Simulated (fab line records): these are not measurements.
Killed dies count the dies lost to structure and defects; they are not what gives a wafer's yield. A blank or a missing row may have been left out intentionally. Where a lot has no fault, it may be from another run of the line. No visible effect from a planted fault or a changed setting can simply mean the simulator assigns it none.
fab line records :: flow nand-harc
record
  lots=14
  wafers=42
  last-day=31
route steps=1302 shown A_ONON_D2@546 END@1302
lots untouched by any fault: they come from a run of this same line in which no faults occurred
start-h: hours from the record's first day to the start of the lot's first wafer shown :: wait-h: time in hours since the lot's previous step :: " identical to the entry in the row above :: L1.1+2: one row covering several wafers at once :: - value missing, or start not given :: * or withheld: withheld :: < > ~ a bound
route shown NAME@n: a module of which the file shows steps, and the number in the route of the first :: usual: average and standard deviation across the fault-free wafers :: same: alike in all rows :: chamber/n: place in a boat :: sites: per-site readings :: _std_site: their standard deviation :: _edge_site: outer sites' mean less inner sites' :: radius-mm: how far each site lies from the wafer's centre :: mask NAME#n: copy n :: behind: tool/chamber where the wafer was last shaped :: hold: why the lot was held/for how many hours/how that ended :: device: the transistor (n, p or np) that didn't switch :: end of line: at the end of the route, the tests of the same wafers :: for a step that has no rows: nothing shown but its recipe :: killed: the dies lost at the first sort to structure and to defects; this is not the yield of the wafer :: map: per-die view of a wafer (x killed, . not killed, _ where there is no die)
set.NAME: the run value of the setting; set.NAME@STEP: its run value at that earlier step :: model.NAME: the simulator's own value behind a step, which no gauge read
a sample of lots followed through the steps of the route, with each step as a table and each wafer as a row
services: when a tool's chamber went out of use (start-h, in hours from the record's first day, below 0 if earlier), for how many hours, and the reason
## steps
# step NHARC_A_ONON_D2_THK_MEAS_02
# recipe
  thk-meas-gauge=ellipsometry
# usual
  thk-nm=1001/12
lot.wafer: L268.1
tool: film-metro-02
chamber: -
start-h: 265.58
wait-h: -
thk-nm: 999

lot.wafer: L268.2
tool: film-metro-02
chamber: -
start-h: 265.58
wait-h: -
thk-nm: 1000

lot.wafer: L268.4
tool: film-metro-02
chamber: -
start-h: 265.58
wait-h: -
thk-nm: 999

lot.wafer: L269.1
tool: film-metro-01
chamber: -
start-h: 288.33
wait-h: -
thk-nm: 995

lot.wafer: L269.2
tool: film-metro-01
chamber: -
start-h: 288.33
wait-h: -
thk-nm: 992

lot.wafer: L269.5
tool: film-metro-01
chamber: -
start-h: 288.33
wait-h: -
thk-nm: 996

lot.wafer: L270.1
tool: film-metro-01
chamber: -
start-h: 288.35
wait-h: -
thk-nm: 993

lot.wafer: L270.2
tool: film-metro-01
chamber: -
start-h: 288.35
wait-h: -
thk-nm: 993

lot.wafer: L270.4
tool: film-metro-01
chamber: -
start-h: 288.35
wait-h: -
thk-nm: 994

lot.wafer: L271.1
tool: film-metro-02
chamber: -
start-h: 299.27
wait-h: -
thk-nm: 994

lot.wafer: L271.2
tool: film-metro-02
chamber: -
start-h: 299.27
wait-h: -
thk-nm: 995

lot.wafer: L271.4
tool: film-metro-02
chamber: -
start-h: 299.27
wait-h: -
thk-nm: 994

lot.wafer: L272.2
tool: film-metro-01
chamber: -
start-h: 306.92
wait-h: -
thk-nm: 1016

lot.wafer: L272.4
tool: film-metro-01
chamber: -
start-h: 306.92
wait-h: -
thk-nm: 1016

lot.wafer: L272.5
tool: film-metro-01
chamber: -
start-h: 306.92
wait-h: -
thk-nm: 1015

lot.wafer: L273.1
tool: film-metro-01
chamber: -
start-h: 322.62
wait-h: -
thk-nm: 996

lot.wafer: L273.2
tool: film-metro-01
chamber: -
start-h: 322.62
wait-h: -
thk-nm: 997

lot.wafer: L273.4
tool: film-metro-01
chamber: -
start-h: 322.62
wait-h: -
thk-nm: 997

lot.wafer: L275.4
tool: film-metro-01
chamber: -
start-h: 342.97
wait-h: -
thk-nm: 994

lot.wafer: L275.5
tool: film-metro-01
chamber: -
start-h: 342.97
wait-h: -
thk-nm: 992

lot.wafer: L275.6
tool: film-metro-01
chamber: -
start-h: 342.97
wait-h: -
thk-nm: 990

lot.wafer: L277.2
tool: film-metro-02
chamber: -
start-h: 359.15
wait-h: -
thk-nm: 985

lot.wafer: L277.3
tool: film-metro-02
chamber: -
start-h: 359.15
wait-h: -
thk-nm: 984

lot.wafer: L277.5
tool: film-metro-02
chamber: -
start-h: 359.15
wait-h: -
thk-nm: 984

lot.wafer: L276.4
tool: film-metro-01
chamber: -
start-h: 359.16
wait-h: -
thk-nm: 992

lot.wafer: L276.5
tool: film-metro-01
chamber: -
start-h: 359.16
wait-h: -
thk-nm: 990

lot.wafer: L276.6
tool: film-metro-01
chamber: -
start-h: 359.16
wait-h: -
thk-nm: 991

lot.wafer: L279.2
tool: film-metro-02
chamber: -
start-h: 388.90
wait-h: -
thk-nm: 997

lot.wafer: L279.3
tool: film-metro-02
chamber: -
start-h: 388.90
wait-h: -
thk-nm: 999

lot.wafer: L279.6
tool: film-metro-02
chamber: -
start-h: 388.90
wait-h: -
thk-nm: 1000

lot.wafer: L281.4
tool: film-metro-01
chamber: -
start-h: 389.08
wait-h: -
thk-nm: 1002

lot.wafer: L281.5
tool: film-metro-01
chamber: -
start-h: 389.08
wait-h: -
thk-nm: 1001

lot.wafer: L281.6
tool: film-metro-01
chamber: -
start-h: 389.08
wait-h: -
thk-nm: 999

lot.wafer: L282.2
tool: film-metro-02
chamber: -
start-h: 411.45
wait-h: -
thk-nm: 1018

lot.wafer: L282.4
tool: film-metro-02
chamber: -
start-h: 411.45
wait-h: -
thk-nm: 1017

lot.wafer: L282.5
tool: film-metro-02
chamber: -
start-h: 411.45
wait-h: -
thk-nm: 1016

lot.wafer: L284.1
tool: film-metro-01
chamber: -
start-h: 434.43
wait-h: -
thk-nm: 1013

lot.wafer: L284.3
tool: film-metro-01
chamber: -
start-h: 434.43
wait-h: -
thk-nm: 1013

lot.wafer: L284.4
tool: film-metro-01
chamber: -
start-h: 434.43
wait-h: -
thk-nm: 1014

lot.wafer: L286.2
tool: film-metro-01
chamber: -
start-h: 448.98
wait-h: -
thk-nm: 986

lot.wafer: L286.3
tool: film-metro-01
chamber: -
start-h: 448.98
wait-h: -
thk-nm: 983

lot.wafer: L286.5
tool: film-metro-01
chamber: -
start-h: 448.98
wait-h: -
thk-nm: 986
# step NHARC_A_ONON_D2_THK_MEAS_18
# recipe
  thk-meas-gauge=ellipsometry
# usual
  thk-nm=997/9.1
lot.wafer: L268.1
tool: film-metro-01
chamber: -
start-h: 275.18
wait-h: -
thk-nm: 1006

lot.wafer: L268.2
tool: film-metro-01
chamber: -
start-h: 275.18
wait-h: -
thk-nm: 1007

lot.wafer: L268.4
tool: film-metro-01
chamber: -
start-h: 275.18
wait-h: -
thk-nm: 1006

lot.wafer: L270.1
tool: film-metro-01
chamber: -
start-h: 297.96
wait-h: -
thk-nm: 995

lot.wafer: L270.2
tool: film-metro-01
chamber: -
start-h: 297.96
wait-h: -
thk-nm: 995

lot.wafer: L270.4
tool: film-metro-01
chamber: -
start-h: 297.96
wait-h: -
thk-nm: 994

lot.wafer: L269.1
tool: film-metro-02
chamber: -
start-h: 297.96
wait-h: -
thk-nm: 997

lot.wafer: L269.2
tool: film-metro-02
chamber: -
start-h: 297.96
wait-h: -
thk-nm: 997

lot.wafer: L269.5
tool: film-metro-02
chamber: -
start-h: 297.96
wait-h: -
thk-nm: 996

lot.wafer: L271.1
tool: film-metro-02
chamber: -
start-h: 308.95
wait-h: -
thk-nm: 993

lot.wafer: L271.2
tool: film-metro-02
chamber: -
start-h: 308.95
wait-h: -
thk-nm: 995

lot.wafer: L271.4
tool: film-metro-02
chamber: -
start-h: 308.95
wait-h: -
thk-nm: 994

lot.wafer: L272.2
tool: film-metro-02
chamber: -
start-h: 317.23
wait-h: -
thk-nm: 1000

lot.wafer: L272.4
tool: film-metro-02
chamber: -
start-h: 317.23
wait-h: -
thk-nm: 1002

lot.wafer: L272.5
tool: film-metro-02
chamber: -
start-h: 317.23
wait-h: -
thk-nm: 1002

lot.wafer: L273.1
tool: film-metro-02
chamber: -
start-h: 332.27
wait-h: -
thk-nm: 1005

lot.wafer: L273.2
tool: film-metro-02
chamber: -
start-h: 332.27
wait-h: -
thk-nm: 1006

lot.wafer: L273.4
tool: film-metro-02
chamber: -
start-h: 332.27
wait-h: -
thk-nm: 1007

lot.wafer: L275.4
tool: film-metro-01
chamber: -
start-h: 353.65
wait-h: -
thk-nm: 1005

lot.wafer: L275.5
tool: film-metro-01
chamber: -
start-h: 353.65
wait-h: -
thk-nm: 1005

lot.wafer: L275.6
tool: film-metro-01
chamber: -
start-h: 353.65
wait-h: -
thk-nm: 1004

lot.wafer: L276.4
tool: film-metro-01
chamber: -
start-h: 369.42
wait-h: -
thk-nm: 1019

lot.wafer: L276.5
tool: film-metro-01
chamber: -
start-h: 369.42
wait-h: -
thk-nm: 1018

lot.wafer: L276.6
tool: film-metro-01
chamber: -
start-h: 369.42
wait-h: -
thk-nm: 1018

lot.wafer: L277.2
tool: film-metro-01
chamber: -
start-h: 369.78
wait-h: -
thk-nm: 995

lot.wafer: L277.3
tool: film-metro-01
chamber: -
start-h: 369.78
wait-h: -
thk-nm: 995

lot.wafer: L277.5
tool: film-metro-01
chamber: -
start-h: 369.78
wait-h: -
thk-nm: 995

lot.wafer: L279.2
tool: film-metro-01
chamber: -
start-h: 398.57
wait-h: -
thk-nm: 1005

lot.wafer: L279.3
tool: film-metro-01
chamber: -
start-h: 398.57
wait-h: -
thk-nm: 1001

lot.wafer: L279.6
tool: film-metro-01
chamber: -
start-h: 398.57
wait-h: -
thk-nm: 1003

lot.wafer: L281.4
tool: film-metro-02
chamber: -
start-h: 398.58
wait-h: -
thk-nm: 1003

lot.wafer: L281.5
tool: film-metro-02
chamber: -
start-h: 398.58
wait-h: -
thk-nm: 1003

lot.wafer: L281.6
tool: film-metro-02
chamber: -
start-h: 398.58
wait-h: -
thk-nm: 1001

lot.wafer: L282.2
tool: film-metro-01
chamber: -
start-h: 421.51
wait-h: -
thk-nm: 995

lot.wafer: L282.4
tool: film-metro-01
chamber: -
start-h: 421.51
wait-h: -
thk-nm: 996

lot.wafer: L282.5
tool: film-metro-01
chamber: -
start-h: 421.51
wait-h: -
thk-nm: 996

lot.wafer: L284.1
tool: film-metro-01
chamber: -
start-h: 445.30
wait-h: -
thk-nm: 983

lot.wafer: L284.3
tool: film-metro-01
chamber: -
start-h: 445.30
wait-h: -
thk-nm: 984

lot.wafer: L284.4
tool: film-metro-01
chamber: -
start-h: 445.30
wait-h: -
thk-nm: 984

lot.wafer: L286.2
tool: film-metro-01
chamber: -
start-h: 459.25
wait-h: -
thk-nm: 1003

lot.wafer: L286.3
tool: film-metro-01
chamber: -
start-h: 459.25
wait-h: -
thk-nm: 1000

lot.wafer: L286.5
tool: film-metro-01
chamber: -
start-h: 459.25
wait-h: -
thk-nm: 1001
# step NHARC_A_ONON_D2_THK_MEAS_21
# recipe
  thk-meas-gauge=ellipsometry
# usual
  thk-nm=996/11
lot.wafer: L268.1
tool: film-metro-01
chamber: -
start-h: 275.74
wait-h: -
thk-nm: 990

lot.wafer: L268.2
tool: film-metro-01
chamber: -
start-h: 275.74
wait-h: -
thk-nm: 991

lot.wafer: L268.4
tool: film-metro-01
chamber: -
start-h: 275.74
wait-h: -
thk-nm: 991

lot.wafer: L270.1
tool: film-metro-02
chamber: -
start-h: 298.53
wait-h: -
thk-nm: 1002

lot.wafer: L270.2
tool: film-metro-02
chamber: -
start-h: 298.53
wait-h: -
thk-nm: 1002

lot.wafer: L270.4
tool: film-metro-02
chamber: -
start-h: 298.53
wait-h: -
thk-nm: 1002

lot.wafer: L269.1
tool: film-metro-01
chamber: -
start-h: 298.53
wait-h: -
thk-nm: 1024

lot.wafer: L269.2
tool: film-metro-01
chamber: -
start-h: 298.53
wait-h: -
thk-nm: 1024

lot.wafer: L269.5
tool: film-metro-01
chamber: -
start-h: 298.53
wait-h: -
thk-nm: 1025

lot.wafer: L271.1
tool: film-metro-02
chamber: -
start-h: 309.51
wait-h: -
thk-nm: 975

lot.wafer: L271.2
tool: film-metro-02
chamber: -
start-h: 309.51
wait-h: -
thk-nm: 975

lot.wafer: L271.4
tool: film-metro-02
chamber: -
start-h: 309.51
wait-h: -
thk-nm: 974

lot.wafer: L272.2
tool: film-metro-02
chamber: -
start-h: 317.79
wait-h: -
thk-nm: 983

lot.wafer: L272.4
tool: film-metro-02
chamber: -
start-h: 317.79
wait-h: -
thk-nm: 984

lot.wafer: L272.5
tool: film-metro-02
chamber: -
start-h: 317.79
wait-h: -
thk-nm: 985

lot.wafer: L273.1
tool: film-metro-01
chamber: -
start-h: 332.83
wait-h: -
thk-nm: 1003

lot.wafer: L273.2
tool: film-metro-01
chamber: -
start-h: 332.83
wait-h: -
thk-nm: 1001

lot.wafer: L273.4
tool: film-metro-01
chamber: -
start-h: 332.83
wait-h: -
thk-nm: 1000

lot.wafer: L275.4
tool: film-metro-01
chamber: -
start-h: 354.21
wait-h: -
thk-nm: 988

lot.wafer: L275.5
tool: film-metro-01
chamber: -
start-h: 354.21
wait-h: -
thk-nm: 989

lot.wafer: L275.6
tool: film-metro-01
chamber: -
start-h: 354.21
wait-h: -
thk-nm: 989

lot.wafer: L276.4
tool: film-metro-01
chamber: -
start-h: 369.99
wait-h: -
thk-nm: 989

lot.wafer: L276.5
tool: film-metro-01
chamber: -
start-h: 369.99
wait-h: -
thk-nm: 987

lot.wafer: L276.6
tool: film-metro-01
chamber: -
start-h: 369.99
wait-h: -
thk-nm: 987

lot.wafer: L277.2
tool: film-metro-02
chamber: -
start-h: 370.33
wait-h: -
thk-nm: 994

lot.wafer: L277.3
tool: film-metro-02
chamber: -
start-h: 370.33
wait-h: -
thk-nm: 994

lot.wafer: L277.5
tool: film-metro-02
chamber: -
start-h: 370.33
wait-h: -
thk-nm: 995

lot.wafer: L279.2
tool: film-metro-02
chamber: -
start-h: 399.13
wait-h: -
thk-nm: 991

lot.wafer: L279.3
tool: film-metro-02
chamber: -
start-h: 399.13
wait-h: -
thk-nm: 991

lot.wafer: L279.6
tool: film-metro-02
chamber: -
start-h: 399.13
wait-h: -
thk-nm: 991

lot.wafer: L281.4
tool: film-metro-01
chamber: -
start-h: 399.14
wait-h: -
thk-nm: 999

lot.wafer: L281.5
tool: film-metro-01
chamber: -
start-h: 399.14
wait-h: -
thk-nm: 997

lot.wafer: L281.6
tool: film-metro-01
chamber: -
start-h: 399.14
wait-h: -
thk-nm: 1001

lot.wafer: L282.2
tool: film-metro-02
chamber: -
start-h: 422.08
wait-h: -
thk-nm: 996

lot.wafer: L282.4
tool: film-metro-02
chamber: -
start-h: 422.08
wait-h: -
thk-nm: 994

lot.wafer: L282.5
tool: film-metro-02
chamber: -
start-h: 422.08
wait-h: -
thk-nm: 995

lot.wafer: L284.1
tool: film-metro-02
chamber: -
start-h: 445.86
wait-h: -
thk-nm: 987

lot.wafer: L284.3
tool: film-metro-02
chamber: -
start-h: 445.86
wait-h: -
thk-nm: 987

lot.wafer: L284.4
tool: film-metro-02
chamber: -
start-h: 445.86
wait-h: -
thk-nm: 986

lot.wafer: L286.2
tool: film-metro-01
chamber: -
start-h: 459.82
wait-h: -
thk-nm: 1006

lot.wafer: L286.3
tool: film-metro-01
chamber: -
start-h: 459.82
wait-h: -
thk-nm: 1003

lot.wafer: L286.5
tool: film-metro-01
chamber: -
start-h: 459.82
wait-h: -
thk-nm: 1004
# step NHARC_A_ONON_D2_DEP_25
# recipe
  target-thk-a=10000
  n2-flow-sccm=2750
  n2o-flow-sccm=2000
  nh3-flow-sccm=500
  sih4-flow-sccm=210
  temp-c=400
lot.wafer: L268.1+2+4
tool: pecvd-onon-02
chamber: 0
start-h: 276.36
wait-h: 0.1

lot.wafer: L270.1+2+4
tool: pecvd-onon-03
chamber: 0
start-h: 299.15
wait-h: 0.1

lot.wafer: L269.1+2+5
tool: pecvd-onon-02
chamber: 0
start-h: 299.15
wait-h: 0.1

lot.wafer: L271.1+2+4
tool: pecvd-onon-02
chamber: 0
start-h: 310.14
wait-h: 0.1

lot.wafer: L272.2+4+5
tool: pecvd-onon-01
chamber: 0
start-h: 318.47
wait-h: 0.1

lot.wafer: L273.1+2+4
tool: pecvd-onon-01
chamber: 0
start-h: 333.46
wait-h: 0.1

lot.wafer: L275.4+5+6
tool: pecvd-onon-02
chamber: 0
start-h: 355.01
wait-h: 0.2

lot.wafer: L276.4+5+6
tool: pecvd-onon-01
chamber: 0
start-h: 370.78
wait-h: 0.2

lot.wafer: L277.2+3+5
tool: pecvd-onon-03
chamber: 0
start-h: 371.02
wait-h: 0.1

lot.wafer: L279.2+3+6
tool: pecvd-onon-01
chamber: 0
start-h: 399.81
wait-h: 0.1

lot.wafer: L281.4+5+6
tool: pecvd-onon-03
chamber: 0
start-h: 399.93
wait-h: 0.2

lot.wafer: L282.2+4+5
tool: pecvd-onon-03
chamber: 0
start-h: 422.75
wait-h: 0.1

lot.wafer: L284.1+3+4
tool: pecvd-onon-03
chamber: 0
start-h: 446.49
wait-h: 0.1

lot.wafer: L286.2+3+5
tool: pecvd-onon-03
chamber: 0
start-h: 460.50
wait-h: 0.1
# step NHARC_A_ONON_D2_THK_MEAS_27
# recipe
  thk-meas-gauge=ellipsometry
# usual
  thk-nm=998/9.6
lot.wafer: L268.1
tool: film-metro-01
chamber: -
start-h: 276.87
wait-h: -
thk-nm: 1012

lot.wafer: L268.2
tool: film-metro-01
chamber: -
start-h: 276.87
wait-h: -
thk-nm: 1013

lot.wafer: L268.4
tool: film-metro-01
chamber: -
start-h: 276.87
wait-h: -
thk-nm: 1011

lot.wafer: L270.1
tool: film-metro-01
chamber: -
start-h: 299.66
wait-h: -
thk-nm: 999

lot.wafer: L270.2
tool: film-metro-01
chamber: -
start-h: 299.66
wait-h: -
thk-nm: 997

lot.wafer: L270.4
tool: film-metro-01
chamber: -
start-h: 299.66
wait-h: -
thk-nm: 999

lot.wafer: L269.1
tool: film-metro-02
chamber: -
start-h: 299.66
wait-h: -
thk-nm: 1018

lot.wafer: L269.2
tool: film-metro-02
chamber: -
start-h: 299.66
wait-h: -
thk-nm: 1020

lot.wafer: L269.5
tool: film-metro-02
chamber: -
start-h: 299.66
wait-h: -
thk-nm: 1020

lot.wafer: L271.1
tool: film-metro-02
chamber: -
start-h: 310.64
wait-h: -
thk-nm: 1000

lot.wafer: L271.2
tool: film-metro-02
chamber: -
start-h: 310.64
wait-h: -
thk-nm: 999

lot.wafer: L271.4
tool: film-metro-02
chamber: -
start-h: 310.64
wait-h: -
thk-nm: 1000

lot.wafer: L272.2
tool: film-metro-02
chamber: -
start-h: 318.93
wait-h: -
thk-nm: 1007

lot.wafer: L272.4
tool: film-metro-02
chamber: -
start-h: 318.93
wait-h: -
thk-nm: 1008

lot.wafer: L272.5
tool: film-metro-02
chamber: -
start-h: 318.93
wait-h: -
thk-nm: 1009

lot.wafer: L273.1
tool: film-metro-01
chamber: -
start-h: 333.97
wait-h: -
thk-nm: 995

lot.wafer: L273.2
tool: film-metro-01
chamber: -
start-h: 333.97
wait-h: -
thk-nm: 995

lot.wafer: L273.4
tool: film-metro-01
chamber: -
start-h: 333.97
wait-h: -
thk-nm: 994

lot.wafer: L275.4
tool: film-metro-02
chamber: -
start-h: 355.34
wait-h: -
thk-nm: 1007

lot.wafer: L275.5
tool: film-metro-02
chamber: -
start-h: 355.34
wait-h: -
thk-nm: 1007

lot.wafer: L275.6
tool: film-metro-02
chamber: -
start-h: 355.34
wait-h: -
thk-nm: 1008

lot.wafer: L276.4
tool: film-metro-02
chamber: -
start-h: 371.11
wait-h: -
thk-nm: 1000

lot.wafer: L276.5
tool: film-metro-02
chamber: -
start-h: 371.11
wait-h: -
thk-nm: 999

lot.wafer: L276.6
tool: film-metro-02
chamber: -
start-h: 371.11
wait-h: -
thk-nm: 999

lot.wafer: L277.2
tool: film-metro-02
chamber: -
start-h: 371.47
wait-h: -
thk-nm: 975

lot.wafer: L277.3
tool: film-metro-02
chamber: -
start-h: 371.47
wait-h: -
thk-nm: 974

lot.wafer: L277.5
tool: film-metro-02
chamber: -
start-h: 371.47
wait-h: -
thk-nm: 973

lot.wafer: L279.2
tool: film-metro-01
chamber: -
start-h: 400.26
wait-h: -
thk-nm: 994

lot.wafer: L279.3
tool: film-metro-01
chamber: -
start-h: 400.26
wait-h: -
thk-nm: 993

lot.wafer: L279.6
tool: film-metro-01
chamber: -
start-h: 400.26
wait-h: -
thk-nm: 994

lot.wafer: L281.4
tool: film-metro-02
chamber: -
start-h: 400.27
wait-h: -
thk-nm: 991

lot.wafer: L281.5
tool: film-metro-02
chamber: -
start-h: 400.27
wait-h: -
thk-nm: 991

lot.wafer: L281.6
tool: film-metro-02
chamber: -
start-h: 400.27
wait-h: -
thk-nm: 992

lot.wafer: L282.2
tool: film-metro-01
chamber: -
start-h: 423.21
wait-h: -
thk-nm: 1001

lot.wafer: L282.4
tool: film-metro-01
chamber: -
start-h: 423.21
wait-h: -
thk-nm: 1002

lot.wafer: L282.5
tool: film-metro-01
chamber: -
start-h: 423.21
wait-h: -
thk-nm: 1000

lot.wafer: L284.1
tool: film-metro-01
chamber: -
start-h: 447.00
wait-h: -
thk-nm: 1544

lot.wafer: L284.3
tool: film-metro-01
chamber: -
start-h: 447.00
wait-h: -
thk-nm: 988

lot.wafer: L284.4
tool: film-metro-01
chamber: -
start-h: 447.00
wait-h: -
thk-nm: 989

lot.wafer: L286.2
tool: film-metro-01
chamber: -
start-h: 460.98
wait-h: -
thk-nm: 1549

lot.wafer: L286.3
tool: film-metro-01
chamber: -
start-h: 460.98
wait-h: -
thk-nm: 995

lot.wafer: L286.5
tool: film-metro-01
chamber: -
start-h: 460.98
wait-h: -
thk-nm: 998
# step NHARC_END_SORT_01
# recipe
  temp-c=25
# usual
  killed-at-array=55/15
  killed-at-other=1.0/1.2
  killed-at-periphery=3.4/2.2
  killed-dies=59/15
  killed-open=3.2/2
  killed-short=2.5/1.7
# same
  gross-dies=677
lot.wafer: L284.1
tool: prober-02
chamber: 0
start-h: 721.48
wait-h: 4.8
killed-at-array: 670
killed-at-other: 0
killed-at-periphery: 7
killed-dies: 677
killed-open: 4
killed-short: 3

lot.wafer: L284.3
tool: prober-02
chamber: 0
start-h: 723.08
wait-h: 5.4
killed-at-array: 50
killed-at-other: 2
killed-at-periphery: 7
killed-dies: 59
killed-open: 2
killed-short: 2

lot.wafer: L284.4
tool: prober-02
chamber: 0
start-h: 723.88
wait-h: 5.7
killed-at-array: 60
killed-at-other: 1
killed-at-periphery: 3
killed-dies: 64
killed-open: 3
killed-short: 2

lot.wafer: L286.2
tool: prober-01
chamber: 0
start-h: 739.08
wait-h: 2.8
killed-at-array: 676
killed-at-other: 0
killed-at-periphery: 1
killed-dies: 677
killed-open: 5
killed-short: 5

lot.wafer: L286.3
tool: prober-01
chamber: 0
start-h: 739.88
wait-h: 3.1
killed-at-array: 51
killed-at-other: 1
killed-at-periphery: 5
killed-dies: 57
killed-open: 1
killed-short: 6

lot.wafer: L286.5
tool: prober-01
chamber: 0
start-h: 741.48
wait-h: 3.7
killed-at-array: 54
killed-at-other: 1
killed-at-periphery: 4
killed-dies: 59
killed-open: 0
killed-short: 2
# killed by level:class
L284.1 A_ONON_D2:area-dep=619 A_SLIT:chamber-film-flake=33 A_CHANNEL_HOLE_D1:chamber-film-flake=7 P_CONTACT:chamber-film-flake=4 A_CONTACT:chamber-film-flake=4 P_M0:geometric-particle:open=1 P_M0:geometric-particle:short=1 A_CHANNEL_FILL_D1:geometric-particle:open=1
L284.3 A_SLIT:chamber-film-flake=34 A_CHANNEL_HOLE_D1:chamber-film-flake=10 P_ZERO_WELL:chamber-film-flake=4 A_CONTACT:chamber-film-flake=3 P_CONTACT:chamber-film-flake=2 P_CONTACT:geometric-particle:open=1 A_ONON_D2:geometric-particle:short=1 A_WL_FILL:geometric-particle:short=1
L284.4 A_SLIT:chamber-film-flake=35 A_CHANNEL_HOLE_D1:chamber-film-flake=11 A_CONTACT:chamber-film-flake=7 P_STI:geometric-particle:open=1 A_SOURCE_PLATE:geometric-particle:short=1 A_CHANNEL_HOLE_D1:geometric-particle:short=1 A_WL_FILL:geometric-particle:open=1 A_CONTACT:geometric-particle:open=1
L286.2 A_ONON_D2:area-dep=613 A_CHANNEL_HOLE_D2:chamber-film-flake=20 A_CONTACT:chamber-film-flake=12 A_CHANNEL_HOLE_D1:chamber-film-flake=10 A_SLIT:chamber-film-flake=8 A_CHANNEL_FILL_D1:chamber-film-flake=3 A_M0:geometric-particle:open=2 P_M0:geometric-particle:open=1
L286.3 A_CHANNEL_HOLE_D2:chamber-film-flake=18 A_CHANNEL_HOLE_D1:chamber-film-flake=12 A_CONTACT:chamber-film-flake=7 P_M1:chamber-film-flake=3 A_SLIT:chamber-film-flake=3 A_WL_FILL:chamber-film-flake=3 A_M1:geometric-particle:short=2 A_STAIRCASE:chamber-film-flake=2
L286.5 A_CHANNEL_HOLE_D2:chamber-film-flake=24 A_CHANNEL_HOLE_D1:chamber-film-flake=14 A_CONTACT:chamber-film-flake=9 A_SLIT:chamber-film-flake=4 P_M1:chamber-film-flake=2 A_WL_FILL:chamber-film-flake=2 P_STI:geometric-particle:short=1 STARTING-WAFER:geometric-particle:short=1
## services
tool: pecvd-onon-01
chamber: -
start-h: 269.00
hours: 13.0
kind: pm

tool: pecvd-onon-02
chamber: -
start-h: 366.00
hours: 13.0
kind: pm

tool: pecvd-onon-03
chamber: -
start-h: 408.00
hours: 13.0
kind: pm

tool: pecvd-onon-02
chamber: -
start-h: 420.27
hours: 1.0
kind: repair

tool: pecvd-onon-01
chamber: -
start-h: 450.00
hours: 13.0
kind: pm
## key
first-sign
  step=NHARC_A_ONON_D2_THK_MEAS_27
  reading=thk-nm
  direction=up
  sigmas=57
  usual=998
  struck=1546
effect
  step=NHARC_END_SORT_01
  reading=killed-dies
  direction=up
  sigmas=42
  usual=59
  struck=677
more-kills-born-at
  NHARC_A_ONON_D2_DEP_25@pecvd-onon-03=1232
met-at NHARC_A_ONON_D2_DEP_25
struck-lots L284,L286
struck-wafers L284.1,L286.2
later-rows-left-out L284.1,L286.2
tester-left-out L284,L286
not-acting-at NHARC_A_ONON_D2_THK_MEAS_02,NHARC_A_ONON_D2_THK_MEAS_18,NHARC_A_ONON_D2_THK_MEAS_21
onset-between 422.75 446.49
fault
  kind=process-parameter-drift
  tool=pecvd-onon-03
  chamber=-
  onset-h=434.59
  steps=NHARC_A_ONON_D2_DEP_25
  channel=target-thk-a
  offset=*
  shape=step
  end-h=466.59
  scope=struck-wafers-only
  acts-in=*
  stated=*
# tester-left-out: of these lots the tester's yield and bins aren't shown, on N5 and GAA mostly nor the transistor test; their killed dies are dies lost to structure and defects alone, not to doping, threshold or leakage, so they don't give the yield
# later-rows-left-out: the simulator's readings of these wafers behind a module that went badly wrong aren't trusted and aren't shown, but for the sort
